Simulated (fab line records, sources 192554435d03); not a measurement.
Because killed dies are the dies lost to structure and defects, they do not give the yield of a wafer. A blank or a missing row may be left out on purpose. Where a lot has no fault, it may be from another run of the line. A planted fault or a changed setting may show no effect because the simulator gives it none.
Chamber matching | flow n5Finfet | N5_BEOL_M6_ILD_DEP_00 on pecvd-01 has 3 sister chambers
The step deposits SiCOH lowk from DEMS/porogen, target thk 179.75 nm, time 33.4 s. 3 wafers are shown with their chamber, then 9 later ones without.

## WAFERS WITH THEIR CHAMBER
wafer  | chamber | throttleValvePct (%)
L076.1 | 2       | 13.8
L088.4 | 1       | 13.5
L088.5 | 0       | 14.6

## WAFERS WITHOUT THEIR CHAMBER
wafer  | throttleValvePct (%)
L089.2 | 13.9
L089.4 | 13.5
L089.5 | 13.9
L092.1 | 13.6
L092.2 | 14.8
L092.5 | 14.2
L096.1 | 14.7
L096.2 | 13.5
L096.3 | 14.0

## THE CHAMBER EACH PASSED THROUGH
wafer  | from the rows above          | in truth
L089.2 | can't be placed: 2 or 1      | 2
L089.4 | can't be placed: 1 or 2      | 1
L089.5 | can't be placed: 2 or 1      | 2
L092.1 | can't be placed: 1 or 2      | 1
L092.2 | 0                            | 0
L092.5 | can't be placed: 2 or 0 or 1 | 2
L096.1 | 0                            | 0
L096.2 | can't be placed: 1 or 2      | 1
L096.3 | can't be placed: 2 or 1      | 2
Placed correctly: 2 of 9. These rows do not allow placing 7 (true chamber among the candidates in 7). Number placed wrongly: 0.
How it was worked out, from the rows above alone: a wafer's distance from a chamber is the root of the sum, over the readings, of the square of ((its reading less the chamber's mean) divided by the reading's scatter). The wafer belongs to the nearest chamber; if the next one is less than 2 further off, it can't be placed. For every chamber, the mean is computed from those of its wafers that are shown. The scatter: root of mean squared gap, hidden wafer to nearest shown wafer, with one shown wafer a chamber.
